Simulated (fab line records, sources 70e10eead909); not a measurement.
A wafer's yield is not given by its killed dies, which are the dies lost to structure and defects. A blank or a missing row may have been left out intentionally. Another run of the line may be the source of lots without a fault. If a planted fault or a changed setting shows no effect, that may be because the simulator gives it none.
fab line records -- flow nand-harc
[record] lots = 24, wafers = 72, last-day = 33
route steps=1302 shown P_M1@303 P_M2@328
lots with no fault: from the same line, run without faults
start-h: hours from the record's opening day to when the first of the lot's shown wafers began -- wait-h: time in hours since the lot's previous step -- " repeats the value in the row above -- L1.1+2: a row that stands for several wafers -- - either no value or no given start -- * or withheld: withheld -- < > ~ a bound
route shown NAME@n: names a module that has steps shown in the file, with the first one's number in the route -- usual: average and standard deviation across the fault-free wafers -- same: alike in all rows -- chamber/n: place in a boat -- sites: readings site by site -- _std_site: the values' standard deviation -- _edge_site: outer sites' mean less inner sites' -- radius-mm: for every site, how far away it sits from the centre of the wafer -- mask NAME#n: copy n -- behind: the most recent tool/chamber to have shaped the wafer -- hold: why the lot was held/for how many hours/how that ended -- device: whichever transistor did not switch (one of n, p or np) -- end of line: tests of these same wafers at the route's end -- a step given without rows: its recipe and nothing more -- killed: the dies lost at the first sort to structure and to defects; this is not the yield of the wafer -- map: a wafer's dies, marking killed ones x, the rest . and places with no die _
set.NAME: the run value of the setting; set.NAME@STEP: its run value at that earlier step -- model.NAME: the simulator's own value behind a step, which no gauge read
one table for each step of the route and one row for each wafer, over a sample of lots
services: the hour from which a tool's chamber was out of use, counted from the record's first day as start-h (under 0 if before that day), plus the number of hours and why
[[steps]]
[step NHARC_P_M1_ETCH_28]
[recipe] target-depth-a = 300, over-etch-frac = 0.3, time-s = 72.99, ion-energy-ev = 150, cf4-flow-sccm = 50, n2-flow-sccm = 100, ar-flow-sccm = 150, rf-w = 300, bias-w = 100, chemistry = CF4/N2
[usual] drypump-motor-current-A = 5.54/0.26, oes-product-au = 1.001/0.0084, rf-vpp-V = 314.6/1.8, showerhead-plenum-p-Torr = 2.66/0.093, throttle-valve-pct = 19.795/0.0095
[same] over-etch-frac = 0.3
lot.wafer,tool,chamber,start-h,wait-h,drypump-motor-current-A,oes-product-au,rf-hours-counter-h,rf-vpp-V,showerhead-plenum-p-Torr,throttle-valve-pct
L074.2,rie-diel-03,3,-,-,5.60,1.016,1,312.3,2.59,19.801
L074.3,rie-diel-03,1,-,-,5.50,1.009,1,312.3,2.53,19.808
L074.6,rie-diel-03,0,-,-,5.66,1.007,-,315.9,2.79,19.803
L075.2,rie-diel-01,0,-,-,5.65,0.993,32,313.9,2.61,19.792
L075.4,rie-diel-01,0,-,-,5.65,0.992,-,312.9,2.60,19.786
L075.5,rie-diel-01,1,-,-,4.81,1.012,-,316.6,2.71,19.787
L076.2,rie-diel-05,0,-,-,5.67,0.998,6,316.4,2.73,19.781
L076.5,rie-diel-05,1,-,-,5.39,0.990,-,314.8,2.63,19.785
L076.6,rie-diel-05,2,-,-,5.56,0.998,-,316.4,2.75,19.790
L077.3,rie-diel-05,0,-,-,5.65,1.010,6,316.2,2.73,19.794
L077.4,rie-diel-05,1,-,-,5.37,0.994,6,313.5,2.63,19.794
L077.5,rie-diel-05,1,-,-,5.42,0.996,-,312.9,2.63,19.774
L078.4,rie-diel-01,2,-,-,5.92,1.009,42,312.5,2.50,19.790
L078.1,rie-diel-01,3,-,-,5.28,1.016,41,311.1,2.51,19.794
L078.2,rie-diel-01,0,-,-,5.68,0.996,44,313.6,2.60,19.789
L079.2,rie-diel-05,3,-,-,5.40,0.995,8,314.9,2.66,19.794
L079.3,rie-diel-05,2,-,-,5.58,1.011,8,316.3,2.75,19.801
L079.5,rie-diel-05,3,-,-,5.38,1.001,-,315.3,2.66,19.791
L080.3,rie-diel-03,0,-,-,5.66,1.011,4,316.6,2.79,19.792
L080.5,rie-diel-03,0,-,-,5.65,1.001,-,318.3,2.79,19.803
L080.6,rie-diel-03,1,-,-,5.49,1.015,-,312.9,2.53,19.801
L081.3,rie-diel-05,3,-,-,5.40,0.998,9,315.5,2.66,19.798
L081.1,rie-diel-05,0,-,-,5.65,1.006,9,316.6,2.73,19.803
L081.5,rie-diel-05,3,-,-,5.40,1.006,-,316.5,2.66,19.812
L082.5,rie-diel-05,1,-,-,5.39,0.993,-,314.3,2.63,19.784
L082.6,rie-diel-05,2,-,-,5.65,0.990,-,314.5,2.75,19.809
L082.4,rie-diel-05,0,-,-,5.62,0.998,-,315.9,2.73,19.788
L083.2,rie-diel-03,0,-,-,5.67,1.005,7,317.9,2.78,19.781
L083.6,rie-diel-03,3,-,-,5.58,1.015,-,313.7,2.59,19.787
L083.5,rie-diel-03,0,-,-,5.65,1.006,-,316.4,2.78,19.801
L085.4,rie-diel-01,2,-,-,5.95,1.011,7,311.0,2.50,19.804
L085.3,rie-diel-01,1,-,-,4.81,1.009,7,316.0,2.70,19.797
L085.5,rie-diel-01,2,-,-,5.91,0.997,-,313.0,2.50,19.800
L084.4,rie-diel-01,0,-,-,5.67,0.983,7,313.2,2.59,19.801
L084.6,rie-diel-01,3,-,-,5.31,0.992,-,311.5,2.51,19.794
L084.5,rie-diel-01,0,-,-,5.68,0.987,-,313.8,2.59,19.793
L086.2,rie-diel-05,2,-,-,5.59,1.004,0,316.7,2.74,19.803
L086.5,rie-diel-05,1,-,-,5.47,0.997,-,315.3,2.63,19.793
L086.6,rie-diel-05,0,-,-,5.66,1.013,-,315.2,2.73,19.810
L087.2,rie-diel-05,1,-,-,5.42,0.987,1,314.8,2.63,19.772
L087.3,rie-diel-05,2,-,-,5.57,0.994,1,317.3,2.74,19.791
L087.4,rie-diel-05,0,-,-,5.66,0.998,-,317.1,2.73,19.803
L089.3,rie-diel-05,0,272.21,0.3,5.64,1.000,-,315.3,2.73,19.789
L089.5,rie-diel-05,0,272.21,0.3,5.64,1.003,-,315.6,2.73,19.789
L089.6,rie-diel-05,2,272.21,0.3,5.61,0.989,-,316.6,2.74,19.794
L088.2,rie-diel-03,1,-,-,5.50,1.020,14,312.9,2.53,19.792
L088.4,rie-diel-03,0,-,-,5.68,1.007,12,316.8,2.78,19.806
L088.5,rie-diel-03,1,-,-,5.51,1.016,-,311.3,2.53,19.778
L090.3,rie-diel-01,0,-,-,5.68,0.991,24,313.4,2.59,19.796
L090.2,rie-diel-01,2,-,-,5.91,1.010,23,313.2,2.49,19.798
L090.1,rie-diel-01,3,-,-,5.25,1.004,22,312.5,2.50,19.777
L091.2,rie-diel-05,2,-,-,5.59,0.984,4,315.8,2.74,19.796
L091.3,rie-diel-05,0,-,-,5.67,1.005,4,315.5,2.73,19.812
L091.4,rie-diel-05,2,-,-,5.56,0.995,-,315.9,2.74,19.799
L092.2,rie-diel-05,2,-,-,5.57,0.991,5,316.7,2.74,19.799
L092.1,rie-diel-05,0,-,-,5.66,1.000,5,316.6,2.73,19.808
L092.5,rie-diel-05,1,-,-,5.46,0.991,-,315.8,2.63,19.789
L093.3,rie-diel-03,0,-,-,5.68,1.002,2,316.4,2.78,19.814
L093.2,rie-diel-03,1,-,-,5.49,0.997,2,312.1,2.52,19.802
L093.4,rie-diel-03,2,-,-,5.99,1.013,2,315.4,2.74,19.806
L094.4,rie-diel-03,1,-,-,5.50,1.001,3,312.5,2.52,19.791
L094.2,rie-diel-03,0,-,-,5.66,1.005,3,315.8,2.78,19.811
L094.5,rie-diel-03,1,-,-,5.50,1.012,-,311.7,2.52,19.798
L095.1,rie-diel-03,0,-,-,5.64,1.000,4,318.0,2.78,19.811
L095.4,rie-diel-03,1,-,-,5.50,1.006,4,311.9,2.52,19.789
L095.2,rie-diel-03,3,-,-,5.62,1.002,4,313.2,2.58,19.799
L096.3,rie-diel-01,1,-,-,4.82,1.008,32,316.0,2.69,19.798
L096.1,rie-diel-01,3,-,-,5.24,0.991,33,311.1,2.50,19.796
L096.6,rie-diel-01,3,-,-,5.21,0.993,-,311.9,2.50,19.810
L097.1,rie-diel-05,0,-,-,5.67,1.000,8,316.5,2.73,19.794
L097.2,rie-diel-05,2,-,-,5.51,0.996,8,314.5,2.74,19.780
L097.5,rie-diel-05,0,-,-,5.64,1.000,-,317.5,2.73,19.789
[step NHARC_P_M1_PRE_CLEAN_32]
[recipe] time-s = 12, temp-c = 370, rf-power-w = 300, gas = NH3
[usual] heater-power-w = 637/100
lot.wafer,tool,chamber,start-h,wait-h,heater-power-w
L074.2,pecvd-01,1,127.61,0.1,530
L074.3,pecvd-01,2,127.61,0.1,634
L074.6,pecvd-01,0,127.61,0.1,752
L075.2,pecvd-03,2,132.38,0.1,718
L075.5,pecvd-03,1,132.38,0.1,737
L075.4,pecvd-03,2,132.38,0.1,681
L076.2,pecvd-01,1,151.10,0.1,503
L076.6,pecvd-01,2,151.10,0.1,701
L076.5,pecvd-01,1,151.10,0.1,516
L077.3,pecvd-03,0,154.88,0.1,785
L077.5,pecvd-03,2,154.88,0.1,684
L077.4,pecvd-03,0,154.88,0.1,785
L078.2,pecvd-03,1,168.84,0.1,698
L078.1,pecvd-03,0,168.84,0.1,758
L078.4,pecvd-03,0,168.84,0.1,774
L079.2,pecvd-04,2,173.67,0.1,527
L079.3,pecvd-04,2,173.67,0.1,527
L079.5,pecvd-04,1,173.67,0.1,587
L080.3,pecvd-01,1,191.45,0.1,441
L080.6,pecvd-01,1,191.45,0.1,441
L080.5,pecvd-01,2,191.45,0.1,666
L081.1,pecvd-01,1,199.53,0.1,502
L081.3,pecvd-01,2,199.53,0.1,697
L081.5,pecvd-01,2,199.53,0.1,679
L082.4,pecvd-01,1,213.62,0.1,527
L082.5,pecvd-01,2,213.62,0.1,674
L082.6,pecvd-01,0,213.62,0.1,651
L083.2,pecvd-01,0,222.87,0.1,756
L083.6,pecvd-01,2,222.87,0.1,650
L083.5,pecvd-01,0,222.87,0.1,742
L085.3,pecvd-01,0,235.51,0.1,707
L085.4,pecvd-01,2,235.51,0.1,656
L085.5,pecvd-01,0,235.51,0.1,721
L084.5,pecvd-01,0,236.03,0.1,754
L084.6,pecvd-01,1,236.03,0.1,462
L084.4,pecvd-01,2,236.03,0.1,658
L086.2,pecvd-01,0,249.42,0.1,725
L086.6,pecvd-01,2,249.42,0.1,580
L086.5,pecvd-01,0,249.42,0.1,718
L087.3,pecvd-04,1,259.07,0.1,584
L087.2,pecvd-04,2,259.07,0.1,534
L087.4,pecvd-04,2,259.07,0.1,511
L089.3,pecvd-01,1,274.28,0.1,542
L089.5,pecvd-01,0,274.28,0.1,742
L089.6,pecvd-01,1,274.28,0.1,534
L088.2,pecvd-01,1,275.46,0.5,524
L088.4,pecvd-01,1,275.46,0.5,523
L088.5,pecvd-01,2,275.46,0.5,656
L090.2,pecvd-04,2,290.99,0.1,476
L090.1,pecvd-04,0,290.99,0.1,607
L090.3,pecvd-04,1,290.99,0.1,543
L091.2,pecvd-03,2,299.05,0.1,641
L091.3,pecvd-03,1,299.05,0.1,713
L091.4,pecvd-03,1,299.05,0.1,738
L092.1,pecvd-01,1,305.68,0.1,525
L092.2,pecvd-01,2,305.68,0.1,690
L092.5,pecvd-01,2,305.68,0.1,698
L093.3,pecvd-03,1,319.27,0.1,735
L093.2,pecvd-03,2,319.27,0.1,637
L093.4,pecvd-03,2,319.27,0.1,617
L094.2,pecvd-01,2,330.09,0.1,643
L094.5,pecvd-01,1,330.09,0.1,443
L094.4,pecvd-01,2,330.09,0.1,623
L095.2,pecvd-04,2,338.90,0.1,487
L095.1,pecvd-04,0,338.90,0.1,636
L095.4,pecvd-04,0,338.90,0.1,653
L096.3,pecvd-03,1,351.30,0.1,693
L096.1,pecvd-03,2,351.30,0.1,655
L096.6,pecvd-03,2,351.30,0.1,632
L097.1,pecvd-04,2,364.51,0.1,530
L097.2,pecvd-04,0,364.51,0.1,617
L097.5,pecvd-04,0,364.51,0.1,636
[step NHARC_P_M1_DEP_33]
[recipe] target-thk-a = 300, temp-c = 370, target-thk-nm = 30, pressure-torr = 3, flow-sccm = 200, rf-w = 450, material = SiCN
[usual] heater-power-w = 576/96
lot.wafer,tool,chamber,start-h,wait-h,heater-power-w
L074.2,pecvd-01,1,127.72,0.1,434
L074.3,pecvd-01,2,127.72,0.1,548
L074.6,pecvd-01,0,127.72,0.1,692
L075.2,pecvd-03,2,132.52,0.1,676
L075.5,pecvd-03,1,132.52,0.1,608
L075.4,pecvd-03,2,132.52,0.1,687
L076.2,pecvd-01,1,151.24,0.1,421
L076.6,pecvd-01,2,151.24,0.1,553
L076.5,pecvd-01,1,151.24,0.1,415
L077.3,pecvd-03,0,154.99,0.1,792
L077.5,pecvd-03,2,154.99,0.1,615
L077.4,pecvd-03,0,154.99,0.1,785
L078.2,pecvd-03,1,168.92,0.1,654
L078.1,pecvd-03,0,168.92,0.1,742
L078.4,pecvd-03,0,168.92,0.1,726
L079.2,pecvd-04,2,173.83,0.1,469
L079.3,pecvd-04,2,173.83,0.1,465
L079.5,pecvd-04,1,173.83,0.1,490
L080.3,pecvd-01,1,191.53,0.1,495
L080.6,pecvd-01,1,191.53,0.1,490
L080.5,pecvd-01,2,191.53,0.1,561
L081.1,pecvd-01,1,199.61,0.1,489
L081.3,pecvd-01,2,199.61,0.1,621
L081.5,pecvd-01,2,199.61,0.1,638
L082.4,pecvd-01,1,213.79,0.2,473
L082.5,pecvd-01,2,213.79,0.2,610
L082.6,pecvd-01,0,213.79,0.2,596
L083.2,pecvd-01,0,222.98,0.1,615
L083.6,pecvd-01,2,222.98,0.1,639
L083.5,pecvd-01,0,222.98,0.1,629
L085.3,pecvd-01,0,235.62,0.1,630
L085.4,pecvd-01,2,235.62,0.1,560
L085.5,pecvd-01,0,235.62,0.1,625
L084.5,pecvd-01,0,236.20,0.2,626
L084.6,pecvd-01,1,236.20,0.2,461
L084.4,pecvd-01,2,236.20,0.2,598
L086.2,pecvd-01,0,249.56,0.1,695
L086.6,pecvd-01,2,249.56,0.1,612
L086.5,pecvd-01,0,249.56,0.1,663
L087.3,pecvd-04,1,259.15,0.1,479
L087.2,pecvd-04,2,259.15,0.1,484
L087.4,pecvd-04,2,259.15,0.1,501
L089.3,pecvd-01,1,274.38,0.1,417
L089.5,pecvd-01,0,274.38,0.1,663
L089.6,pecvd-01,1,274.38,0.1,434
L088.2,pecvd-01,1,275.57,0.1,484
L088.4,pecvd-01,1,275.57,0.1,495
L088.5,pecvd-01,2,275.57,0.1,577
L090.2,pecvd-04,2,291.07,0.1,513
L090.1,pecvd-04,0,291.07,0.1,590
L090.3,pecvd-04,1,291.07,0.1,508
L091.2,pecvd-03,2,299.13,0.1,550
L091.3,pecvd-03,1,299.13,0.1,691
L091.4,pecvd-03,1,299.13,0.1,717
L092.1,pecvd-01,1,305.79,0.1,406
L092.2,pecvd-01,2,305.79,0.1,612
L092.5,pecvd-01,2,305.79,0.1,607
L093.3,pecvd-03,1,319.38,0.1,624
L093.2,pecvd-03,2,319.38,0.1,529
L093.4,pecvd-03,2,319.38,0.1,531
L094.2,pecvd-01,2,330.20,0.1,595
L094.5,pecvd-01,1,330.20,0.1,401
L094.4,pecvd-01,2,330.20,0.1,580
L095.2,pecvd-04,2,339.01,0.1,456
L095.1,pecvd-04,0,339.01,0.1,556
L095.4,pecvd-04,0,339.01,0.1,527
L096.3,pecvd-03,1,351.38,0.1,637
L096.1,pecvd-03,2,351.38,0.1,588
L096.6,pecvd-03,2,351.38,0.1,584
L097.1,pecvd-04,2,364.62,0.1,488
L097.2,pecvd-04,0,364.62,0.1,542
L097.5,pecvd-04,0,364.62,0.1,569
[step NHARC_P_M2_CD_MEAS_09]
[recipe] target-cd-nm = 170, landing-energy-ev = 500
[usual] cd-nm = 170.2/0.49
lot.wafer,tool,chamber,start-h,wait-h,cd-nm
L074.2,cd-sem-02,0,128.92,-,170.1
L074.3,cd-sem-02,0,128.92,-,170.2
L074.6,cd-sem-02,0,128.92,-,170.5
L075.2,cd-sem-03,0,133.56,-,170.3
L075.4,cd-sem-03,0,133.56,-,170.6
L075.5,cd-sem-03,0,133.56,-,170.0
L076.2,cd-sem-03,0,152.27,-,169.4
L076.5,cd-sem-03,0,152.27,-,169.6
L076.6,cd-sem-03,0,152.27,-,170.4
L077.3,cd-sem-01,0,156.08,-,170.3
L077.4,cd-sem-01,0,156.08,-,170.0
L077.5,cd-sem-01,0,156.08,-,170.2
L078.1,cd-sem-02,0,170.18,-,170.2
L078.2,cd-sem-02,0,170.18,-,170.2
L078.4,cd-sem-02,0,170.18,-,170.7
L079.2,cd-sem-03,0,175.02,-,170.1
L079.3,cd-sem-03,0,175.02,-,170.3
L079.5,cd-sem-03,0,175.02,-,170.0
L080.3,cd-sem-01,0,192.70,-,171.0
L080.5,cd-sem-01,0,192.70,-,170.7
L080.6,cd-sem-01,0,192.70,-,171.0
L081.1,cd-sem-01,0,200.86,-,170.7
L081.3,cd-sem-01,0,200.86,-,170.7
L081.5,cd-sem-01,0,200.86,-,170.3
L082.4,cd-sem-01,0,214.93,-,169.7
L082.5,cd-sem-01,0,214.93,-,170.2
L082.6,cd-sem-01,0,214.93,-,169.4
L083.2,cd-sem-02,0,224.19,-,170.9
L083.5,cd-sem-02,0,224.19,-,170.8
L083.6,cd-sem-02,0,224.19,-,171.0
L085.3,cd-sem-03,0,237.04,-,170.4
L085.4,cd-sem-03,0,237.04,-,171.2
L085.5,cd-sem-03,0,237.04,-,169.9
L084.4,cd-sem-02,0,237.30,-,169.9
L084.5,cd-sem-02,0,237.30,-,170.1
L084.6,cd-sem-02,0,237.30,-,169.7
L086.2,cd-sem-01,0,250.60,-,170.7
L086.5,cd-sem-01,0,250.60,-,170.9
L086.6,cd-sem-01,0,250.60,-,170.4
L087.2,cd-sem-02,0,260.40,-,170.1
L087.3,cd-sem-02,0,260.40,-,169.0
L087.4,cd-sem-02,0,260.40,-,169.5
L089.3,cd-sem-03,0,275.57,-,169.8
L089.5,cd-sem-03,0,275.57,-,169.5
L089.6,cd-sem-03,0,275.57,-,170.1
L088.2,cd-sem-01,0,276.75,-,170.2
L088.4,cd-sem-01,0,276.75,-,169.5
L088.5,cd-sem-01,0,276.75,-,169.5
L090.1,cd-sem-02,0,292.19,-,169.2
L090.2,cd-sem-02,0,292.19,-,169.8
L090.3,cd-sem-02,0,292.19,-,169.8
L091.2,cd-sem-03,0,300.39,-,170.2
L091.3,cd-sem-03,0,300.39,-,170.6
L091.4,cd-sem-03,0,300.39,-,170.1
L092.1,cd-sem-02,0,306.99,-,169.7
L092.2,cd-sem-02,0,306.99,-,170.0
L092.5,cd-sem-02,0,306.99,-,169.4
L093.2,cd-sem-02,0,320.46,-,170.5
L093.3,cd-sem-02,0,320.46,-,170.0
L093.4,cd-sem-02,0,320.46,-,170.8
L094.2,cd-sem-02,0,331.41,-,170.4
L094.4,cd-sem-02,0,331.41,-,170.9
L094.5,cd-sem-02,0,331.41,-,170.2
L095.1,cd-sem-03,0,340.09,-,170.6
L095.2,cd-sem-03,0,340.09,-,170.8
L095.4,cd-sem-03,0,340.09,-,170.5
L096.1,cd-sem-02,0,352.50,-,170.6
L096.3,cd-sem-02,0,352.50,-,170.1
L096.6,cd-sem-02,0,352.50,-,170.6
L097.1,cd-sem-01,0,366.89,-,170.3
L097.2,cd-sem-01,0,366.89,-,170.3
L097.5,cd-sem-01,0,366.89,-,170.8
[step NHARC_P_M2_INSPECT_11]
[usual] raw-defect-count = 4.4/2.8
lot.wafer,tool,chamber,start-h,wait-h,raw-defect-count
L074.2,defect-inspect-01,-,129.05,0.0,4
L074.3,defect-inspect-01,-,129.05,0.0,2
L074.6,defect-inspect-01,-,129.05,0.0,5
L075.2,defect-inspect-02,-,133.69,0.0,8
L075.4,defect-inspect-02,-,133.69,0.0,6
L075.5,defect-inspect-02,-,133.69,0.0,5
L076.2,defect-inspect-01,-,152.39,0.0,2
L076.5,defect-inspect-01,-,152.39,0.0,1
L076.6,defect-inspect-01,-,152.39,0.0,1
L077.3,defect-inspect-01,-,156.20,0.0,4
L077.4,defect-inspect-01,-,156.20,0.0,3
L077.5,defect-inspect-01,-,156.20,0.0,2
L078.1,defect-inspect-02,-,170.30,0.0,3
L078.2,defect-inspect-02,-,170.30,0.0,3
L078.4,defect-inspect-02,-,170.30,0.0,1
L079.2,defect-inspect-01,-,175.14,0.0,1
L079.3,defect-inspect-01,-,175.14,0.0,5
L079.5,defect-inspect-01,-,175.14,0.0,4
L080.3,defect-inspect-02,-,192.82,0.0,4
L080.5,defect-inspect-02,-,192.82,0.0,3
L080.6,defect-inspect-02,-,192.82,0.0,6
L081.1,defect-inspect-02,-,200.98,0.0,4
L081.3,defect-inspect-02,-,200.98,0.0,6
L081.5,defect-inspect-02,-,200.98,0.0,8
L082.4,defect-inspect-02,-,215.04,0.0,8
L082.5,defect-inspect-02,-,215.04,0.0,8
L082.6,defect-inspect-02,-,215.04,0.0,12
L083.2,defect-inspect-02,-,224.33,0.0,8
L083.5,defect-inspect-02,-,224.33,0.0,2
L083.6,defect-inspect-02,-,224.33,0.0,7
L085.3,defect-inspect-01,-,237.17,0.1,4
L085.4,defect-inspect-01,-,237.17,0.1,4
L085.5,defect-inspect-01,-,237.17,0.1,3
L084.4,defect-inspect-02,-,237.42,0.0,4
L084.5,defect-inspect-02,-,237.42,0.0,3
L084.6,defect-inspect-02,-,237.42,0.0,2
L086.2,defect-inspect-02,-,250.72,0.0,7
L086.5,defect-inspect-02,-,250.72,0.0,3
L086.6,defect-inspect-02,-,250.72,0.0,7
L087.2,defect-inspect-01,-,260.52,0.0,2
L087.3,defect-inspect-01,-,260.52,0.0,5
L087.4,defect-inspect-01,-,260.52,0.0,8
L089.3,defect-inspect-01,-,275.69,0.0,6
L089.5,defect-inspect-01,-,275.69,0.0,3
L089.6,defect-inspect-01,-,275.69,0.0,3
L088.2,defect-inspect-02,-,276.87,0.0,4
L088.4,defect-inspect-02,-,276.87,0.0,5
L088.5,defect-inspect-02,-,276.87,0.0,8
L090.1,defect-inspect-02,-,292.32,0.0,9
L090.2,defect-inspect-02,-,292.32,0.0,10
L090.3,defect-inspect-02,-,292.32,0.0,6
L091.2,defect-inspect-01,-,300.51,0.0,4
L091.3,defect-inspect-01,-,300.51,0.0,4
L091.4,defect-inspect-01,-,300.51,0.0,5
L092.1,defect-inspect-02,-,307.12,0.0,1
L092.2,defect-inspect-02,-,307.12,0.0,3
L092.5,defect-inspect-02,-,307.12,0.0,3
L093.2,defect-inspect-02,-,320.58,0.0,14
L093.3,defect-inspect-02,-,320.58,0.0,8
L093.4,defect-inspect-02,-,320.58,0.0,4
L094.2,defect-inspect-01,-,331.53,0.0,3
L094.4,defect-inspect-01,-,331.53,0.0,3
L094.5,defect-inspect-01,-,331.53,0.0,2
L095.1,defect-inspect-01,-,340.21,0.0,1
L095.2,defect-inspect-01,-,340.21,0.0,4
L095.4,defect-inspect-01,-,340.21,0.0,4
L096.1,defect-inspect-02,-,352.63,0.0,8
L096.3,defect-inspect-02,-,352.63,0.0,2
L096.6,defect-inspect-02,-,352.63,0.0,5
L097.1,defect-inspect-02,-,367.01,0.0,2
L097.2,defect-inspect-02,-,367.01,0.0,0
L097.5,defect-inspect-02,-,367.01,0.0,5
[step NHARC_P_M2_THK_MEAS_24]
[recipe] thk-meas-gauge = xrf
[usual] thk-nm = 144.6/1.4
lot.wafer,tool,chamber,start-h,wait-h,thk-nm
L074.2,film-metro-01,-,131.52,-,144.1
L074.3,film-metro-01,-,131.52,-,146.3
L074.6,film-metro-01,-,131.52,-,146.5
L075.2,film-metro-01,-,136.68,-,144.1
L075.4,film-metro-01,-,136.68,-,143.2
L075.5,film-metro-01,-,136.68,-,144.9
L076.2,film-metro-01,-,155.02,-,146.9
L076.5,film-metro-01,-,155.02,-,146.3
L076.6,film-metro-01,-,155.02,-,145.5
L077.3,film-metro-02,-,158.74,-,144.8
L077.4,film-metro-02,-,158.74,-,146.6
L077.5,film-metro-02,-,158.74,-,143.1
L078.1,film-metro-02,-,172.78,-,142.3
L078.2,film-metro-02,-,172.78,-,142.5
L078.4,film-metro-02,-,172.78,-,145.4
L079.2,film-metro-02,-,177.61,-,146.3
L079.3,film-metro-02,-,177.61,-,144.3
L079.5,film-metro-02,-,177.61,-,144.3
L080.3,film-metro-01,-,195.40,-,143.7
L080.5,film-metro-01,-,195.40,-,145.1
L080.6,film-metro-01,-,195.40,-,144.6
L081.1,film-metro-01,-,203.47,-,144.0
L081.3,film-metro-01,-,203.47,-,145.4
L081.5,film-metro-01,-,203.47,-,143.8
L082.4,film-metro-01,-,217.51,-,143.5
L082.5,film-metro-01,-,217.51,-,144.6
L082.6,film-metro-01,-,217.51,-,144.7
L083.2,film-metro-02,-,226.81,-,145.1
L083.5,film-metro-02,-,226.81,-,143.8
L083.6,film-metro-02,-,226.81,-,144.8
L085.3,film-metro-01,-,239.79,-,142.8
L085.4,film-metro-01,-,239.79,-,143.9
L085.5,film-metro-01,-,239.79,-,144.8
L084.4,film-metro-02,-,239.91,-,144.2
L084.5,film-metro-02,-,239.91,-,145.2
L084.6,film-metro-02,-,239.91,-,144.4
L086.2,film-metro-02,-,253.19,-,146.4
L086.5,film-metro-02,-,253.19,-,144.9
L086.6,film-metro-02,-,253.19,-,145.1
L087.2,film-metro-02,-,263.02,-,143.7
L087.3,film-metro-02,-,263.02,-,141.7
L087.4,film-metro-02,-,263.02,-,141.5
L089.3,film-metro-01,-,278.32,-,144.5
L089.5,film-metro-01,-,278.32,-,147.4
L089.6,film-metro-01,-,278.32,-,144.9
L088.2,film-metro-02,-,279.37,-,143.8
L088.4,film-metro-02,-,279.37,-,144.8
L088.5,film-metro-02,-,279.37,-,144.6
L090.1,film-metro-02,-,294.80,-,143.8
L090.2,film-metro-02,-,294.80,-,143.7
L090.3,film-metro-02,-,294.80,-,145.0
L091.2,film-metro-01,-,303.01,-,142.1
L091.3,film-metro-01,-,303.01,-,143.9
L091.4,film-metro-01,-,303.01,-,141.6
L092.1,film-metro-01,-,309.60,-,146.2
L092.2,film-metro-01,-,309.60,-,146.3
L092.5,film-metro-01,-,309.60,-,145.9
L093.2,film-metro-01,-,323.06,-,144.0
L093.3,film-metro-01,-,323.06,-,144.6
L093.4,film-metro-01,-,323.06,-,145.5
L094.2,film-metro-01,-,334.01,-,144.6
L094.4,film-metro-01,-,334.01,-,142.9
L094.5,film-metro-01,-,334.01,-,144.6
L095.1,film-metro-02,-,342.69,-,143.5
L095.2,film-metro-02,-,342.69,-,145.0
L095.4,film-metro-02,-,342.69,-,145.6
L096.1,film-metro-02,-,355.11,-,144.2
L096.3,film-metro-02,-,355.11,-,144.5
L096.6,film-metro-02,-,355.11,-,144.9
L097.1,film-metro-02,-,369.49,-,144.0
L097.2,film-metro-02,-,369.49,-,142.7
L097.5,film-metro-02,-,369.49,-,141.3
[[services]]
tool,chamber,start-h,hours,kind
rie-diel-03,-,104.30,9.0,pm
rie-diel-01,2,128.34,3.3,repair
rie-diel-03,-,128.80,2.1,repair
pecvd-01,-,130.21,13.0,pm
pecvd-04,1,140.29,10.2,repair
rie-diel-03,0,146.02,2.5,repair
rie-diel-03,0,152.10,5.1,repair
rie-diel-03,0,172.44,2.6,repair
pecvd-03,-,185.29,13.0,pm
rie-diel-01,2,187.54,16.3,repair
rie-diel-05,3,198.93,132.0,repair
rie-diel-05,-,229.60,9.0,pm
pecvd-04,-,264.13,0.7,repair
pecvd-03,2,264.84,10.5,repair
pecvd-04,-,269.20,13.0,pm
rie-diel-05,1,271.05,21.7,repair
rie-diel-03,-,281.30,9.0,pm
rie-diel-05,-,306.44,0.6,repair
rie-diel-03,1,310.53,5.6,repair
pecvd-01,-,311.21,13.0,pm
rie-diel-01,-,318.47,29.9,repair
rie-diel-03,-,340.38,2.4,repair
rie-diel-01,2,348.93,9.0,repair
rie-diel-01,1,359.08,9.7,repair
[[key]]
fault none
